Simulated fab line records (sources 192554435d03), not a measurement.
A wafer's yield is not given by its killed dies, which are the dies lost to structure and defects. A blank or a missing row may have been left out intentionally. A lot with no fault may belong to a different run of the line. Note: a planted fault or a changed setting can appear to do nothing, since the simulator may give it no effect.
Chamber matching | flow n5Finfet | pecvd-01 running N5_FIN_SAQP_PECVD_48: 3 sister chambers
The step deposits SiNx from SiH4/NH3/N2, target thk 25 nm, time 22.1 s. 27 wafers are shown with their chamber, then 12 later ones without.

== EACH WAFER AND ITS CHAMBER ==
wafer  | chamber | throttleValvePct (%) | showerheadPlenumPTorr (Torr) | heaterPowerW (W)
L074.1 | 1       | 45.2                 | 5.14                         | 683
L074.3 | 0       | 38.4                 | 5.01                         | 728
L074.5 | 2       | 42.5                 | 5.16                         | 698
L075.2 | 0       | 38.7                 | 5.01                         | 692
L075.3 | 2       | 42.4                 | 5.16                         | 698
L075.4 | 1       | 45.2                 | 5.14                         | 665
L076.1 | 1       | 44.9                 | 5.16                         | 596
L076.3 | 0       | 38.5                 | 5.00                         | 734
L076.5 | 1       | 45.1                 | 5.15                         | 591
L077.3 | 1       | 45.0                 | 5.16                         | 654
L077.4 | 1       | 44.8                 | 5.14                         | 645
L077.6 | 2       | 42.4                 | 5.17                         | 662
L078.1 | 0       | 38.8                 | 5.00                         | 698
L078.4 | 2       | 42.4                 | 5.17                         | 581
L078.6 | 1       | 45.1                 | 5.14                         | 642
L079.1 | 0       | 38.7                 | 5.02                         | 718
L079.4 | 2       | 42.4                 | 5.16                         | 706
L079.6 | 1       | 45.0                 | 5.15                         | 683
L080.1 | 2       | 42.6                 | 5.16                         | 628
L080.2 | 0       | 38.9                 | 5.00                         | 658
L080.3 | 1       | 44.8                 | 5.14                         | 681
L082.2 | 0       | 38.6                 | 5.02                         | 719
L082.4 | 2       | 42.4                 | 5.15                         | 627
L082.6 | 0       | 38.7                 | 5.01                         | 726
L083.1 | 2       | 42.5                 | 5.17                         | 623
L083.2 | 0       | 38.9                 | 5.00                         | 707
L083.6 | 0       | 38.3                 | 5.02                         | 704

SIGNATURES (means of the wafers above)
reading               | chamber 0 | chamber 1 | chamber 2 | scatter within a chamber
throttleValvePct      | 38.650    | 45.011    | 42.450    | 0.157
showerheadPlenumPTorr | 5.0090    | 5.1467    | 5.1625    | 0.00827
heaterPowerW          | 708.40    | 648.89    | 652.88    | 34.6
Rule: distance of a wafer from a chamber = root of the sum over the readings of ((wafer's reading minus chamber's mean) / reading's scatter) squared. The wafer belongs to the nearest chamber; if the next one is less than 2 further off, it can't be placed. The scatter: take each reading less its chamber's mean, square it, sum over the shown wafers, divide by the number of wafers less the number of chambers, and take the root.

== WAFERS WITHOUT THEIR CHAMBER ==
wafer  | throttleValvePct (%) | showerheadPlenumPTorr (Torr) | heaterPowerW (W)
L085.1 | 42.4                 | 5.16                         | 664
L085.2 | 38.4                 | 5.01                         | 719
L085.3 | 45.0                 | 5.14                         | 637
L089.1 | 42.5                 | 5.16                         | 619
L089.2 | 45.0                 | 5.16                         | 652
L089.5 | 45.2                 | 5.13                         | 623
L090.3 | 42.4                 | 5.16                         | 596
L090.4 | 45.0                 | 5.15                         | 589
L090.5 | 42.9                 | 5.15                         | 607
L096.3 | 45.0                 | 5.14                         | 657
L096.4 | 42.5                 | 5.16                         | 703
L096.5 | 44.9                 | 5.14                         | 657

== EACH ONE'S CHAMBER ==
wafer  | from the rows above | in truth
L085.1 | 2                   | 2
L085.2 | 0                   | 0
L085.3 | 1                   | 1
L089.1 | 2                   | 2
L089.2 | 1                   | 1
L089.5 | 1                   | 1
L090.3 | 2                   | 2
L090.4 | 1                   | 1
L090.5 | 2                   | 2
L096.3 | 1                   | 1
L096.4 | 2                   | 2
L096.5 | 1                   | 1
12 of 12 placed correctly. Left unplaced by these rows: 0. Wrongly placed: 0.
